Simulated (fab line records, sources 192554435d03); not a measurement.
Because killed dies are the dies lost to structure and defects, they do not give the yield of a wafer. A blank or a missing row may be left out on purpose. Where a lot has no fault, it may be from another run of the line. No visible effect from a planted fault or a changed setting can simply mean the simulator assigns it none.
8D (eight disciplines) problem report, filled in by code | flow n5Finfet | the parts of the form that need people (team, actions taken, sign-off) are left out

== 1. WHAT IS WRONG ==
At N5_BEOL_M11_OCD_MEAS_38, trenchDepthNm averages 170.5 nm over 3 wafers from 2 lots, while fault-free wafers read 149.4 nm, standard deviation 2.9. That puts it +7.3 standard deviations away from the usual mean.
Seen first at day 13 14:26 on ocd-01, wafer L777.2. The record has a number at this step for 21 wafers belonging to 7 lots. The rule behind "out" and "out of limits": a value lying over 4 standard deviations away from the usual mean. The other wafers with a number count as sound.

== 2. WHAT IT IS AND WHAT IT IS NOT ==
question                    | is                     | is not
which readings at this step | trenchDepthNm          | -
which lots                  | L777, L780             | L767, L769, L781, L783, L787
which wafers of those lots  | L777.2, L780.1, L780.3 | L777.5, L777.6, L780.4
read on which gauges        | ocd-01                 | ocd-02
when                        | from day 13 14:26      | up to then (8 sound wafers); but 10 sound wafers of L780, L781, L783, L787 came after

== 3. THE SUSPECTS, EACH WITH WHAT RULES IT OUT ==
Counting: if a tool at a process step up to the reading ran every lot that is out, it stays a suspect. Sound lots after the first of them don't rule it out here, since some wafers of a struck lot are sound.
- the gauge at N5_BEOL_M11_OCD_MEAS_38 has been ruled out. All the wafers that are out were read on ocd-01, but those of them that N5_BEOL_M11_TRENCH_ETCH_37 has rows for are out there too, on other tools.
- rieDiel-01 at N5_BEOL_M11_STRIP_19 (strips in O2): kept. Every lot that is out went through it, the first being L777 (day 13 13:16); the last sound lot it ran before that was L767 (day 10 16:19).
- rieDiel-04 at N5_BEOL_M11_TRENCH_ETCH_37 (etches SiCOH lowk in C4F6/O2, target depth 148.83 nm, time 48 s): kept. Every lot that is out went through it, the first being L777 (day 13 14:16); the last sound lot it ran before that was L769 (day 11 01:30). Its own readings are out on those wafers: runLengthS.
- Within rieDiel-01 at N5_BEOL_M11_STRIP_19: the wafers that are out ran in chambers 0, 1; their sound lot-mates ran in chambers 2, 3.
What counting leaves: rieDiel-01 at N5_BEOL_M11_STRIP_19 and rieDiel-04 at N5_BEOL_M11_TRENCH_ETCH_37.

== 4. THE CAUSE (what the simulator had put in) ==
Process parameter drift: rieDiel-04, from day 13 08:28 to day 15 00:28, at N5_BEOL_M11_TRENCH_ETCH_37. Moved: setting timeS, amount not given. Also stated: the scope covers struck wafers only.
Of the 2 suspects that counting leaves, this tool is one.

== 5. THE CHAIN OF EFFECTS, in route order ==
One row per reading whose mean, taken over the struck wafers that have a number, lies over 3 standard deviations from the usual. Readings are gone through only where the record gives a usual standard deviation; hours: the median, over the lots, of the time from a lot's start at the first step in this table giving one to that lot's start at this step; sigmas: the change measured in usual standard deviations.
hours | step                       | reading           | usual        | on struck wafers | change | sigmas
0     | N5_BEOL_M11_TRENCH_ETCH_37 | runLengthS        | 71.4 s       | 78.9             | +7.5   | +16
0     | N5_BEOL_M11_OCD_MEAS_38    | trenchDepthNm     | 149.4 nm     | 170.5            | +21.1  | +7.3
4     | N5_BEOL_M11_THK_MEAS_53    | M11_THK           | 140 nm       | 160              | +20    | +6.6
4     | N5_BEOL_M11_RS_MEAS_57     | M11_RS            | 0.151 ohm/sq | 0.129            | -0.022 | -6.4
29    | N5_BEOL_M15_RC_MEAS_101    | SERP_M11          | 3.06 ohm/um  | 2.65             | -0.41  | -4.5
29    | N5_BEOL_M15_RC_MEAS_101    | SERP_M11_max_site | 3.16 ohm/um  | 2.75             | -0.41  | -4.5
Here are the process steps it includes:
- N5_BEOL_M11_TRENCH_ETCH_37: etches SiCOH lowk in C4F6/O2, target depth 148.83 nm, time 48 s.

== 6. HOW IT WOULD HAVE BEEN CAUGHT EARLIER ==
Counted from the fault's start at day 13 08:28, it took 6 hours until the first out-of-limits reading at a measuring or inspecting step in this record, taken at day 13 14:26.
Tool's own readings at N5_BEOL_M11_TRENCH_ETCH_37, runLengthS: out on all struck wafers the step has rows for; an alarm limit on them would have tripped on the first.
Among the 2 lots that are out, L780 began N5_BEOL_M11_TRENCH_ETCH_37 on rieDiel-04 after day 13 14:26. Putting the tool on hold at that point would have spared it.
